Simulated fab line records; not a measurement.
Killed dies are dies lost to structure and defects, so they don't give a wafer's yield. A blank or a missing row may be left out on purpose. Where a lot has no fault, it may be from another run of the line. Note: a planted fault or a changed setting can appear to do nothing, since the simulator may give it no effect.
Matching of chambers / flow nandHarc / rieDiel-01 running NHARC_A_CONTACT_ETCH_88: 4 sister chambers
The step etches the open film in CF4, target depth 39 nm, time 65 s. 8 wafers are shown with their chamber, then 8 later ones without.

## WAFERS WITH THEIR CHAMBER
wafer=L079.1; chamber=0; showerheadPlenumPTorr (Torr)=1.72; drypumpMotorCurrentA (A)=5.4
wafer=L078.3; chamber=0; showerheadPlenumPTorr (Torr)=1.72; drypumpMotorCurrentA (A)=5.3
wafer=L078.4; chamber=3; showerheadPlenumPTorr (Torr)=1.67; drypumpMotorCurrentA (A)=5.8
wafer=L080.1; chamber=1; showerheadPlenumPTorr (Torr)=1.76; drypumpMotorCurrentA (A)=5.4
wafer=L089.2; chamber=2; showerheadPlenumPTorr (Torr)=1.87; drypumpMotorCurrentA (A)=5.7
wafer=L089.4; chamber=1; showerheadPlenumPTorr (Torr)=1.75; drypumpMotorCurrentA (A)=5.4
wafer=L089.5; chamber=2; showerheadPlenumPTorr (Torr)=1.87; drypumpMotorCurrentA (A)=5.7
wafer=L088.2; chamber=3; showerheadPlenumPTorr (Torr)=1.66; drypumpMotorCurrentA (A)=5.8

## WAFERS WHOSE CHAMBER IS MISSING
wafer=L088.4; showerheadPlenumPTorr (Torr)=1.87; drypumpMotorCurrentA (A)=5.7
wafer=L088.5; showerheadPlenumPTorr (Torr)=1.87; drypumpMotorCurrentA (A)=5.7
wafer=L091.3; showerheadPlenumPTorr (Torr)=1.71; drypumpMotorCurrentA (A)=5.4
wafer=L091.4; showerheadPlenumPTorr (Torr)=1.87; drypumpMotorCurrentA (A)=5.7
wafer=L091.6; showerheadPlenumPTorr (Torr)=1.87; drypumpMotorCurrentA (A)=5.7
wafer=L095.2; showerheadPlenumPTorr (Torr)=1.65; drypumpMotorCurrentA (A)=5.9
wafer=L095.4; showerheadPlenumPTorr (Torr)=1.71; drypumpMotorCurrentA (A)=5.4
wafer=L095.6; showerheadPlenumPTorr (Torr)=1.71; drypumpMotorCurrentA (A)=5.3

## CHAMBER TAKEN BY EACH
wafer=L088.4; from the rows above=2; in truth=2
wafer=L088.5; from the rows above=2; in truth=2
wafer=L091.3; from the rows above=0; in truth=0
wafer=L091.4; from the rows above=2; in truth=2
wafer=L091.6; from the rows above=2; in truth=2
wafer=L095.2; from the rows above=3; in truth=3
wafer=L095.4; from the rows above=0; in truth=0
wafer=L095.6; from the rows above=0; in truth=0
Placed correctly: 8 of 8. Number that these rows cannot place: 0. 0 placed wrongly.
How it was worked out, from the rows above alone: a wafer's distance from a chamber is the root of the sum, over the readings, of the square of ((its reading less the chamber's mean) divided by the reading's scatter). If the next closest chamber is less than 2 further off than the closest, the wafer can't be placed; otherwise it belongs to the closest. For every chamber, the mean is computed from those of its wafers that are shown. The scatter: take each reading less its chamber's mean, square it, sum over the shown wafers, divide by the number of wafers less the number of chambers, and take the root.
